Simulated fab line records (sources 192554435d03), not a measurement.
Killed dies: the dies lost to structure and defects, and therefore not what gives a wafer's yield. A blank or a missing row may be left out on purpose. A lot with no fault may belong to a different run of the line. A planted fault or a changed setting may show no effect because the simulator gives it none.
Split-lot experiment :: flow n5_finfet :: route with 1938 steps; 7 lots, 21 wafers read

ABOUT THE SPLIT
At N5_BEOL_M9_COAT_05 (resist thk 90 nm), the setting spin_rpm was moved away from the recipe's 1500 rpm on 8 of the 21 wafers read, by -8.6% to +5.7%. All remaining wafers had this setting at the recipe value.

FROM THE SPLIT TO THE READING: what the file shows between them, 4 steps
- N5_BEOL_M9_EBR_07
- N5_BEOL_M9_SOFTBAKE_06: time 60 s
- N5_BEOL_M9_EXPOSE_08: exposes mask M9
- N5_BEOL_M9_PEB_09: peb time 60 s

THE READING
CAR-ArF_of_BEOL_M9_COAT_05.thk_nm (the simulator's own value, which no gauge read), in nm, at N5_BEOL_M9_DEVELOP_10 (develop time 30 s). The file gives no usual value for it. Across the 13 wafers here that went through the recipe, the average is 88.5 nm and the standard deviation 0.31 nm.

wafer: L076.2
tool, chamber at the split: litho_track-05, 0
spin_rpm as run, rpm: 1500
against the recipe: recipe
CAR-ArF_of_BEOL_M9_COAT_05.thk_nm, nm: 88.4
against lot-mates on the recipe: -

wafer: L076.4
tool, chamber at the split: litho_track-05, 0
spin_rpm as run, rpm: 1500
against the recipe: recipe
CAR-ArF_of_BEOL_M9_COAT_05.thk_nm, nm: 88.8
against lot-mates on the recipe: -

wafer: L076.5
tool, chamber at the split: litho_track-05, 0
spin_rpm as run, rpm: 1554
against the recipe: +3.6%
CAR-ArF_of_BEOL_M9_COAT_05.thk_nm, nm: 87.2
against lot-mates on the recipe: -1.4

wafer: L083.3
tool, chamber at the split: litho_track-01, 0
spin_rpm as run, rpm: 1585
against the recipe: +5.7%
CAR-ArF_of_BEOL_M9_COAT_05.thk_nm, nm: 86
against lot-mates on the recipe: -2.6

wafer: L083.4
tool, chamber at the split: litho_track-01, 0
spin_rpm as run, rpm: 1585
against the recipe: +5.7%
CAR-ArF_of_BEOL_M9_COAT_05.thk_nm, nm: 86.2
against lot-mates on the recipe: -2.4

wafer: L083.5
tool, chamber at the split: litho_track-01, 0
spin_rpm as run, rpm: 1500
against the recipe: recipe
CAR-ArF_of_BEOL_M9_COAT_05.thk_nm, nm: 88.6
against lot-mates on the recipe: -

wafer: L086.1
tool, chamber at the split: litho_track-01, 0
spin_rpm as run, rpm: 1500
against the recipe: recipe
CAR-ArF_of_BEOL_M9_COAT_05.thk_nm, nm: 88.8
against lot-mates on the recipe: -

wafer: L086.3
tool, chamber at the split: litho_track-01, 0
spin_rpm as run, rpm: 1500
against the recipe: recipe
CAR-ArF_of_BEOL_M9_COAT_05.thk_nm, nm: 88.8
against lot-mates on the recipe: -

wafer: L086.5
tool, chamber at the split: litho_track-01, 0
spin_rpm as run, rpm: 1413
against the recipe: -5.8%
CAR-ArF_of_BEOL_M9_COAT_05.thk_nm, nm: 91.6
against lot-mates on the recipe: +2.8

wafer: L089.1
tool, chamber at the split: litho_track-01, 0
spin_rpm as run, rpm: 1500
against the recipe: recipe
CAR-ArF_of_BEOL_M9_COAT_05.thk_nm, nm: 88.8
against lot-mates on the recipe: -

wafer: L089.3
tool, chamber at the split: litho_track-01, 0
spin_rpm as run, rpm: 1413
against the recipe: -5.8%
CAR-ArF_of_BEOL_M9_COAT_05.thk_nm, nm: 91.4
against lot-mates on the recipe: +2.6

wafer: L089.4
tool, chamber at the split: litho_track-01, 0
spin_rpm as run, rpm: 1413
against the recipe: -5.8%
CAR-ArF_of_BEOL_M9_COAT_05.thk_nm, nm: 91.8
against lot-mates on the recipe: +3.0

wafer: L088.2
tool, chamber at the split: litho_track-04, 0
spin_rpm as run, rpm: 1500
against the recipe: recipe
CAR-ArF_of_BEOL_M9_COAT_05.thk_nm, nm: 88.4
against lot-mates on the recipe: -

wafer: L088.3
tool, chamber at the split: litho_track-04, 0
spin_rpm as run, rpm: 1500
against the recipe: recipe
CAR-ArF_of_BEOL_M9_COAT_05.thk_nm, nm: 88.2
against lot-mates on the recipe: -

wafer: L088.6
tool, chamber at the split: litho_track-04, 0
spin_rpm as run, rpm: 1500
against the recipe: recipe
CAR-ArF_of_BEOL_M9_COAT_05.thk_nm, nm: 88.2
against lot-mates on the recipe: -

wafer: L085.3
tool, chamber at the split: litho_track-04, 0
spin_rpm as run, rpm: 1371
against the recipe: -8.6%
CAR-ArF_of_BEOL_M9_COAT_05.thk_nm, nm: 92.6
against lot-mates on the recipe: +3.8

wafer: L085.5
tool, chamber at the split: litho_track-04, 0
spin_rpm as run, rpm: 1371
against the recipe: -8.6%
CAR-ArF_of_BEOL_M9_COAT_05.thk_nm, nm: 92.6
against lot-mates on the recipe: +3.8

wafer: L085.4
tool, chamber at the split: litho_track-04, 0
spin_rpm as run, rpm: 1500
against the recipe: recipe
CAR-ArF_of_BEOL_M9_COAT_05.thk_nm, nm: 88.8
against lot-mates on the recipe: -

wafer: L095.2
tool, chamber at the split: litho_track-05, 0
spin_rpm as run, rpm: 1500
against the recipe: recipe
CAR-ArF_of_BEOL_M9_COAT_05.thk_nm, nm: 88
against lot-mates on the recipe: -

wafer: L095.3
tool, chamber at the split: litho_track-05, 0
spin_rpm as run, rpm: 1500
against the recipe: recipe
CAR-ArF_of_BEOL_M9_COAT_05.thk_nm, nm: 88
against lot-mates on the recipe: -

wafer: L095.5
tool, chamber at the split: litho_track-05, 0
spin_rpm as run, rpm: 1500
against the recipe: recipe
CAR-ArF_of_BEOL_M9_COAT_05.thk_nm, nm: 88.2
against lot-mates on the recipe: -

FIT RESULTS
A straight line over all 21 wafers: CAR-ArF_of_BEOL_M9_COAT_05.thk_nm changes by -0.475 nm for each +1% of spin_rpm; r = -0.99; the points scatter about the line by 0.32 nm.
The same after taking each lot's own level away (the mean of its wafers on the recipe; 21 wafers): -0.45 nm for each +1%; r = -1.00; scatter 0.14 nm.
That fit puts the effect of the largest move of spin_rpm on the reading at 3.9 nm.
The span of the lots' own levels, 88.07 to 88.80 nm, comes to 2.4 times the standard deviation stated above.
The two slopes are in agreement: the lot-to-lot level therefore moves the slope only a little.
Check: with one of the wafers moved furthest among these (-8.6%) left out of the fit, the line predicts +3.94 nm for it against its lot-mates. It came out at +3.8 nm against them.

THE WHOLE CHAIN: every reading that the file lists as answering this split, in the file's order
step: N5_BEOL_M9_COAT_05
what it does: resist thk 90 nm
reading: CAR-ArF_of_BEOL_M9_COAT_05.thk_nm (the simulator's own value, which no gauge read)
change (the file's fit): -0.439 nm for each +1% of the setting
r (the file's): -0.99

step: N5_BEOL_M9_DEVELOP_10
what it does: develop time 30 s
reading: CAR-ArF_of_BEOL_M9_COAT_05.thk_nm (the simulator's own value, which no gauge read)
change (the file's fit): -0.453 nm for each +1% of the setting
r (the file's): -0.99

THE FILE'S OWN FIT
CAR-ArF_of_BEOL_M9_COAT_05.thk_nm changes by -0.453 nm for each +1% of spin_rpm, r = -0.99.
